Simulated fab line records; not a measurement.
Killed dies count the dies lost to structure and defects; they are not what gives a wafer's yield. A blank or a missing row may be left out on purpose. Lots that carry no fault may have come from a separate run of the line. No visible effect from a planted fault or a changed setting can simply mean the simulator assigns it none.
Struck lot and sound lot, side by side ; flow n5 finfet ; 16 steps out of a route of 1938
Sound: these wafers, L370.1, L370.2, L370.4. Struck: wafers L375.4, L375.5 (left out: L375.2, a lot-mate that was not struck); the cause follows at the end.
For every step that has rows: the tool of each side, followed by ch and its chambers, followed by its first start. Under that, the readings that differ: sound wafers ; struck wafers ; difference of the means ; sigmas: that difference in standard deviations of wafers without a fault.
alike: words and numbers the same on both sides, and readings whose means are apart by under 2 such deviations; not compared: readings that were withheld, readings missing a value for some wafer, numbers with overlapping values and no deviation given by the record, and bounds like >300 which may hide the same value.
Wherever a step has rows on one side only, a row that says differs or no value, or a row with sigmas, the two part there. Numbers that have no deviation but don't overlap get no sigmas and don't part them. A reading missing from all wafers of one side parts the sides only when that side holds two or more wafers.

N5_FIN_CUT_PRECLEAN_35: cleans in vHF, time 13.3 s.
  sound on vapor etch-02 ch 0,1, day 2 10:28; struck on vapor etch-02 ch 0, day 3 15:19
  alike: drypump motor current A, temp c
N5_FIN_CUT_CUT_ETCH_15: etches Si in HBr/Cl2/O2, target depth 100 nm, bt time 10 s, time 42.4 s.
  sound on rie si-05 ch 1,2,3, day 2 10:33; struck on rie si-05 ch 0,1, day 3 15:24
  alike: drypump motor current A, oes product au, throttle valve pct
  not compared: rf hours counter h
N5_FIN_CUT_CUT_ETCH_28: etches Si in HBr/Cl2/O2, target depth 6 nm, time 2.4 s.
  sound on rie si-05 ch 1,2,3, day 2 10:36; struck on rie si-05 ch 0,1, day 3 15:28
  alike: drypump motor current A, oes product au, throttle valve pct
  not compared: rf hours counter h
N5_FIN_CUT_STRIP_22: strips in N2/H2.
  sound on rie diel-03 ch 1,2,3, day 2 10:40; struck on rie diel-03 ch 2,3, day 3 15:34
reading;sound;struck;difference;sigmas
rf hours counter h (h);174 113 132;- -;no value on the struck wafers;
  alike: bias power w, drypump motor current A, oes product au, rf vpp V, showerhead plenum p Torr, temp c, throttle valve pct
then, 3 steps without rows for these wafers: N5_FIN_CUT_PRECLEAN_36 (cleans in O3/DIW, time 60 s); N5_FIN_CUT_SRD_32 (time 30 s); N5_FIN_CUT_UV_OZONE_34 (time 120 s).
N5_FIN_CUT_INSPECT_17: inspects for defects (brightfield).
  sound on defect inspect-01 at day 2 10:50; struck on defect inspect-01 at day 3 15:43
  alike: raw defect count
then, 1 step without rows for these wafers: N5_STI_FIN_REVEAL_ALD_00 (deposits SiO2, target thk 1 nm, pulse time 1 s).
N5_STI_FIN_REVEAL_ALD_14: deposits Si3N4, target thk 3 nm.
  sound on ald sin-01 ch 0,1,3, day 2 11:29; struck on ald sin-02 ch 1, day 3 15:56
  alike: heater power outer w, heater power w
then, 2 steps without rows for these wafers: N5_STI_FIN_REVEAL_FCVD_FILL_01 (material SiO2 flowable, target thk 312 nm, time 512.2 s); N5_STI_FIN_REVEAL_DENSIFY_02 (time 1800 s).
N5_STI_FIN_REVEAL_CMP_04: polishes, stops on Si3N4, t overpolish 4 s, target thk 131.83 nm.
  sound on cmp-01 ch 1,2,3, day 2 17:07; struck on cmp-02 ch 0,3, day 3 21:01
reading;sound;struck;difference;sigmas
time to endpoint s (s);100 91 99;60 52;-41;-5
  alike: motor current A, overpolish run s, slurry flow ml min
N5_STI_FIN_REVEAL_THK_MEAS_05:
  sound on film metro-01 at day 2 17:25; struck on film metro-02 at day 3 21:16
  alike: thk nm
following that, these wafers have no rows for 1 step: N5_STI_FIN_REVEAL_DENSIFY_30.
N5_PASSIVATION_PROBE_49:
  sound wafers here have rows in the record (prober-01, day 14 06:55); struck ones have none

## WHERE THEY PART
Last at N5_PASSIVATION_PROBE_49 as far as this record goes, first at N5_FIN_CUT_STRIP_22.

WHY: the cause the simulator had injected
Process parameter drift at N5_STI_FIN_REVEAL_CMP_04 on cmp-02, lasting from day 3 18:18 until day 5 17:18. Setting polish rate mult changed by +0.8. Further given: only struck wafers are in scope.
